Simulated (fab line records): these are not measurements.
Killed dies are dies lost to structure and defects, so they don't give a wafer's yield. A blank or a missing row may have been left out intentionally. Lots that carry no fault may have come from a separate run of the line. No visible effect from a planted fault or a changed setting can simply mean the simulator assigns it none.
Which tool is to blame? | flow nand harc | 72 wafers from 24 lots sampled at 5 of the route's 1159 steps

## WHAT THE GAUGES SHOWED, per wafer
NHARC_A_CONTACT_INSPECT_23. Usual: raw defect count reads 426 (standard deviation 130).
lot  | measured     | on                | raw defect count | flag
L077 | day 17 20:22 | defect inspect-01 | 434 772 449      |
L075 | day 17 20:54 | defect inspect-01 | 476 345 375      |
L076 | day 17 23:25 | defect inspect-01 | 477 579 615      |
L074 | day 18 00:05 | defect inspect-01 | 376 366 527      |
L078 | day 18 03:23 | defect inspect-01 | 392 349 333      |
L079 | day 18 07:43 | defect inspect-02 | 269 305 291      |
L081 | day 18 18:16 | defect inspect-01 | 307 220 409      |
L080 | day 18 19:03 | defect inspect-02 | 410 452 317      |
L083 | day 19 19:26 | defect inspect-02 | 384 491 389      |
L082 | day 19 23:22 | defect inspect-02 | 634 580 682      |
L085 | day 20 01:14 | defect inspect-01 | 434 321 360      |
L084 | day 20 09:06 | defect inspect-02 | 363 419 330      |
L086 | day 20 10:17 | defect inspect-02 | 452 325 376      |
L087 | day 20 15:57 | defect inspect-02 | 240 352 328      |
L088 | day 20 19:14 | defect inspect-01 | 731 531 858      |
L089 | day 21 14:36 | defect inspect-02 | 273 295 255      |
L090 | day 21 15:20 | defect inspect-02 | 439 568 542      |
L092 | day 21 17:06 | defect inspect-01 | 429 456 622      |
L091 | day 21 17:15 | defect inspect-02 | 346 342 319      |
L093 | day 22 01:51 | defect inspect-02 | 347 306 752      |
L095 | day 22 15:53 | defect inspect-02 | 438 500 277      |
L096 | day 22 16:40 | defect inspect-02 | 333 268 308      |
L094 | day 22 17:07 | defect inspect-02 | 471 459 466      |
L097 | day 23 03:27 | defect inspect-02 | 353 355 393      |

NHARC_A_BLC_INSPECT_28. Usual: raw defect count reads 438 (standard deviation 130).
lot  | measured     | on                | raw defect count | flag
L077 | day 17 23:52 | defect inspect-01 | 497 739 499      |
L075 | day 18 00:48 | defect inspect-02 | 544 408 601      |
L076 | day 18 02:57 | defect inspect-02 | 285 568 413      |
L074 | day 18 03:47 | defect inspect-02 | 551 466 391      |
L078 | day 18 07:25 | defect inspect-02 | 311 448 367      |
L079 | day 18 15:01 | defect inspect-02 | 293 364 479      |
L081 | day 18 21:47 | defect inspect-02 | 368 493 557      |
L080 | day 18 22:34 | defect inspect-01 | 611 448 468      |
L083 | day 19 23:27 | defect inspect-01 | 373 352 356      |
L082 | day 20 05:16 | defect inspect-02 | 447 384 350      |
L085 | day 20 09:28 | defect inspect-02 | 467 401 284      |
L084 | day 20 15:12 | defect inspect-01 | 209 254 469      |
L086 | day 20 15:38 | defect inspect-01 | 312 376 385      |
L087 | day 20 20:09 | defect inspect-02 | 306 338 564      |
L088 | day 20 23:13 | defect inspect-02 | 688 551 585      |
L089 | day 21 18:14 | defect inspect-02 | 400 407 375      |
L090 | day 21 18:59 | defect inspect-02 | 382 365 477      |
L092 | day 21 20:46 | defect inspect-02 | 411 446 507      |
L091 | day 21 20:56 | defect inspect-02 | 415 490 398      |
L093 | day 22 05:34 | defect inspect-01 | 305 343 329      |
L095 | day 22 19:27 | defect inspect-01 | 265 404 369      |
L096 | day 22 23:11 | defect inspect-01 | 497 727 523      |
L094 | day 23 02:31 | defect inspect-01 | 452 736 555      |
L097 | day 23 07:34 | defect inspect-01 | 315 330 408      |

NHARC_A_M1_INSPECT_27. Usual: raw defect count reads 444 (standard deviation 100).
lot  | measured     | on                | raw defect count | flag
L077 | day 18 07:44 | defect inspect-01 | 383 508 482      |
L075 | day 18 08:37 | defect inspect-02 | 366 392 432      |
L076 | day 18 10:50 | defect inspect-01 | 411 452 501      |
L074 | day 18 11:25 | defect inspect-01 | 417 383 328      |
L078 | day 18 15:35 | defect inspect-02 | 617 553 390      |
L079 | day 18 22:54 | defect inspect-01 | 442 521 507      |
L081 | day 19 05:33 | defect inspect-01 | 414 317 493      |
L080 | day 19 06:24 | defect inspect-01 | 406 369 434      |
L083 | day 20 07:11 | defect inspect-01 | 383 393 547      |
L082 | day 20 13:07 | defect inspect-01 | 570 599 518      |
L085 | day 20 17:09 | defect inspect-02 | 375 379 345      |
L084 | day 20 23:31 | defect inspect-01 | 481 264 402      |
L086 | day 21 00:32 | defect inspect-01 | 518 413 399      |
L087 | day 21 05:31 | defect inspect-02 | 389 541 351      |
L088 | day 21 07:06 | defect inspect-02 | 568 363 425      |
L089 | day 22 02:25 | defect inspect-01 | 392 430 434      |
L090 | day 22 03:02 | defect inspect-01 | 316 502 358      |
L092 | day 22 04:43 | defect inspect-02 | 774 451 783      |
L091 | day 22 05:23 | defect inspect-02 | 395 544 551      |
L093 | day 22 13:38 | defect inspect-02 | 308 427 474      |
L095 | day 23 03:07 | defect inspect-01 | 333 327 347      |
L096 | day 23 07:25 | defect inspect-01 | 487 380 455      |
L094 | day 23 10:13 | defect inspect-01 | 428 395 400      |
L097 | day 23 15:29 | defect inspect-02 | 364 388 354      |

## WHICH TOOL RAN EACH LOT (tool, then ch and the chambers of the sampled wafers, then the start)
lot  | NHARC_A_M0_DESCUM_14               | NHARC_A_M1_DESCUM_14
L077 | rie diel-13 ch 1,2, day 18 00:50   | rie diel-08 ch 0,1, day 18 05:03
L075 | rie diel-13 ch 0,2, day 18 01:55   | rie diel-04 ch 1,2, day 18 05:57
L076 | rie diel-11 ch 0,1, day 18 04:03   | rie diel-07 ch 1,3, day 18 08:13
L074 | rie diel-11 ch 0,1,2, day 18 04:45 | rie diel-04 ch 0,1,2, day 18 08:49
L078 | rie diel-11 ch 1,2, day 18 08:29   | rie diel-08 ch 2,3, day 18 12:58
L079 | rie diel-11 ch 0,2,3, day 18 15:59 | rie diel-08 ch 0,1,3, day 18 20:21
L081 | rie diel-01 ch 0,1,2, day 18 22:52 | rie diel-08 ch 0,1,2, day 19 02:52
L080 | rie diel-01 ch 0,2,3, day 18 23:41 | rie diel-04 ch 1,2,3, day 19 03:48
L083 | rie diel-01 ch 0,2,3, day 20 00:35 | rie diel-08 ch 0,1,3, day 20 04:38
L082 | rie diel-13 ch 0,2,3, day 20 06:22 | rie diel-07 ch 2,3, day 20 10:27
L085 | rie diel-11 ch 0,2,3, day 20 10:29 | rie diel-07 ch 2,3, day 20 14:35
L084 | rie diel-13 ch 2,3, day 20 16:17   | rie diel-04 ch 0,2,3, day 20 20:55
L086 | rie diel-11 ch 0,1,2, day 20 16:52 | rie diel-07 ch 0,1,3, day 20 21:55
L087 | rie diel-01 ch 0,3, day 20 22:06   | rie diel-07 ch 0,2, day 21 02:32
L088 | rie diel-01 ch 1,2,3, day 21 00:11 | rie diel-07 ch 1,2,3, day 21 04:14
L089 | rie diel-11 ch 0,3, day 21 19:13   | rie diel-04 ch 0,1, day 21 23:23
L090 | rie diel-11 ch 0,2,3, day 21 20:04 | rie diel-08 ch 0,2, day 22 00:07
L092 | rie diel-13 ch 0,1,3, day 21 21:53 | rie diel-04 ch 2,3, day 22 02:05
L091 | rie diel-01 ch 1,2, day 21 22:07   | rie diel-04 ch 2,3, day 22 02:43
L093 | rie diel-01 ch 0,3, day 22 06:58   | rie diel-08 ch 1,3, day 22 11:03
L095 | rie diel-01 ch 0,2, day 22 20:25   | rie diel-07 ch 1,3, day 23 00:32
L096 | rie diel-13 ch 0,1,2, day 23 00:18 | rie diel-08 ch 0,1,2, day 23 04:46
L094 | rie diel-13 ch 1,2,3, day 23 03:35 | rie diel-04 ch 0,2,3, day 23 07:39
L097 | rie diel-11 ch 0,3, day 23 08:41   | rie diel-04 ch 0,1,2, day 23 12:53
- NHARC_A_M0_DESCUM_14: chemistry O2, time 3 s.
- NHARC_A_M1_DESCUM_14: chemistry O2, time 3 s.

## WHAT THE TOOLS THEMSELVES READ (means of the sampled wafers that have a number; where no wafer has one, the mark that the record gives instead)
NHARC_A_M0_DESCUM_14. Usual: drypump motor current A 5.9 A, standard deviation 0.46; mfc ar sccm 0.013 sccm, standard deviation 0.013; oes product au 0.998 a.u., standard deviation 0.0094; rf vpp V 58.0 V, standard deviation 0.79; showerhead plenum p Torr 1.94 Torr, standard deviation 0.062; throttle valve pct 11.311 %, standard deviation 0.0088.
lot  | tool        | drypump motor current A (A) | mfc ar sccm (sccm) | oes product au (a.u.) | rf vpp V (V) | showerhead plenum p Torr (Torr) | throttle valve pct (%) | flag
L077 | rie diel-13 | 6.1                         | 0.000              | 0.995                 | 58.0         | 1.88                            | 11.308                 |
L075 | rie diel-13 | 5.7                         | 0.000              | 1.004                 | 58.4         | 1.91                            | 11.312                 |
L076 | rie diel-11 | 6.1                         | 0.026              | 0.985                 | 58.5         | 1.94                            | 11.309                 |
L074 | rie diel-11 | 6.2                         | 0.025              | 1.004                 | 57.9         | 1.93                            | 11.316                 |
L078 | rie diel-11 | 6.2                         | 0.016              | 0.997                 | 58.2         | 1.92                            | 11.309                 |
L079 | rie diel-11 | 6.1                         | 0.027              | 1.001                 | 58.0         | 1.95                            | 11.306                 |
L081 | rie diel-01 | 6.0                         | 0.003              | 0.997                 | 57.9         | 1.95                            | 11.313                 |
L080 | rie diel-01 | 5.9                         | 0.008              | 1.000                 | 57.7         | 1.91                            | 11.315                 |
L083 | rie diel-01 | 5.9                         | 0.008              | 0.984                 | 58.5         | 1.91                            | 11.314                 |
L082 | rie diel-13 | 5.5                         | 0.009              | 1.005                 | 57.8         | 1.93                            | 11.302                 |
L085 | rie diel-11 | 6.1                         | 0.027              | 0.994                 | 58.8         | 1.95                            | 11.314                 |
L084 | rie diel-13 | 5.9                         | 0.009              | 0.999                 | 57.4         | 1.89                            | 11.303                 |
L086 | rie diel-11 | 6.2                         | 0.025              | 1.003                 | 57.8         | 1.93                            | 11.307                 |
L087 | rie diel-01 | 5.9                         | 0.006              | 0.994                 | 57.9         | 1.85                            | 11.311                 |
L088 | rie diel-01 | 5.9                         | 0.009              | 1.003                 | 58.3         | 1.99                            | 11.313                 |
L089 | rie diel-11 | 5.9                         | 0.037              | 1.001                 | 57.9         | 1.97                            | 11.310                 |
L090 | rie diel-11 | 6.1                         | 0.027              | 1.002                 | 57.9         | 1.94                            | 11.311                 |
L092 | rie diel-13 | 5.1                         | 0.009              | 0.998                 | 58.0         | 1.97                            | 11.311                 |
L091 | rie diel-01 | 6.0                         | 0.004              | 0.995                 | 57.7         | 2.00                            | 11.318                 |
L093 | rie diel-01 | 5.9                         | 0.006              | 0.992                 | 57.2         | 1.85                            | 11.306                 |
L095 | rie diel-01 | 6.0                         | 0.001              | 0.990                 | 57.3         | 1.86                            | 11.306                 |
L096 | rie diel-13 | 5.7                         | 0.000              | 0.998                 | 58.1         | 1.92                            | 11.315                 |
L094 | rie diel-13 | 5.6                         | 0.009              | 0.999                 | 58.2         | 1.93                            | 11.310                 |
L097 | rie diel-11 | 5.9                         | 0.037              | 0.994                 | 58.6         | 1.97                            | 11.321                 |

NHARC_A_M1_DESCUM_14. Usual: drypump motor current A 5.6 A, standard deviation 0.48; mfc ar sccm 0.008 sccm, standard deviation 0.0099; oes product au 0.994 a.u., standard deviation 0.0092; rf vpp V 58.1 V, standard deviation 0.95; showerhead plenum p Torr 1.97 Torr, standard deviation 0.057; throttle valve pct 11.312 %, standard deviation 0.0094.
lot  | tool        | drypump motor current A (A) | mfc ar sccm (sccm) | oes product au (a.u.) | rf vpp V (V) | showerhead plenum p Torr (Torr) | throttle valve pct (%) | flag
L077 | rie diel-08 | 5.7                         | 0.019              | 0.994                 | 57.3         | 2.01                            | 11.301                 |
L075 | rie diel-04 | 5.9                         | 0.011              | 0.985                 | 57.7         | 1.93                            | 11.319                 |
L076 | rie diel-07 | 5.9                         | 0.003              | 0.992                 | 58.8         | 1.96                            | 11.309                 |
L074 | rie diel-04 | 5.8                         | 0.006              | 0.996                 | 57.6         | 1.92                            | 11.316                 |
L078 | rie diel-08 | 5.9                         | 0.009              | 0.994                 | 57.9         | 1.96                            | 11.316                 |
L079 | rie diel-08 | 5.8                         | 0.012              | 0.979                 | 58.2         | 1.99                            | 11.310                 |
L081 | rie diel-08 | 5.5                         | 0.014              | 0.987                 | 59.2         | 2.00                            | 11.312                 |
L080 | rie diel-04 | 5.5                         | 0.006              | 0.998                 | 57.1         | 1.97                            | 11.312                 |
L083 | rie diel-08 | 5.8                         | 0.012              | 0.994                 | 58.0         | 1.99                            | 11.306                 |
L082 | rie diel-07 | 5.8                         | 0.018              | 0.995                 | 58.0         | 1.94                            | 11.314                 |
L085 | rie diel-07 | 5.8                         | 0.018              | 0.999                 | 58.2         | 1.94                            | 11.314                 |
L084 | rie diel-04 | 5.5                         | 0.000              | 0.999                 | 58.4         | 1.97                            | 11.320                 |
L086 | rie diel-07 | 5.6                         | 0.002              | 0.996                 | 57.7         | 1.97                            | 11.311                 |
L087 | rie diel-07 | 5.5                         | 0.008              | 0.997                 | 57.9         | 1.94                            | 11.310                 |
L088 | rie diel-07 | 5.7                         | 0.010              | 0.995                 | 57.6         | 1.97                            | 11.318                 |
L089 | rie diel-04 | 6.2                         | 0.006              | 0.988                 | 57.2         | 1.88                            | 11.316                 |
L090 | rie diel-08 | 5.4                         | 0.004              | 0.991                 | 58.2         | 2.02                            | 11.313                 |
L092 | rie diel-04 | 5.0                         | 0.000              | 0.995                 | 57.5         | 2.01                            | 11.317                 |
L091 | rie diel-04 | 5.2                         | 0.000              | 0.999                 | 58.6         | 2.02                            | 11.303                 |
L093 | rie diel-08 | 6.1                         | 0.015              | 0.998                 | 58.2         | 1.96                            | 11.314                 |
L095 | rie diel-07 | 5.6                         | 0.002              | 0.996                 | 58.1         | 2.00                            | 11.314                 |
L096 | rie diel-08 | 5.5                         | 0.014              | 0.999                 | 58.1         | 2.00                            | 11.312                 |
L094 | rie diel-04 | 5.4                         | 0.000              | 0.998                 | 57.3         | 1.97                            | 11.313                 |
L097 | rie diel-04 | 5.8                         | 0.006              | 0.999                 | 58.2         | 1.92                            | 11.314                 |

## THE ANSWER, worked out from the rows above alone
Rule: take the mean of a lot's wafers that have a number; if it is more than 3 standard deviations from the usual mean, the lot is off. Also off: a lot with no number at a reading for which 4 or more lots have one. Any other lot the step has rows for is counted as sound. After the gauges, taken in route order, come the tools' own readings; for these a lot's mean is taken, as printed above. At the first step where some lot is off, the reading lying furthest off is the one used; lots without a number count as furthest.
No lot is off on any of the readings shown, so nothing can be concluded from this.

## WHAT THE SIMULATOR HAD INSERTED
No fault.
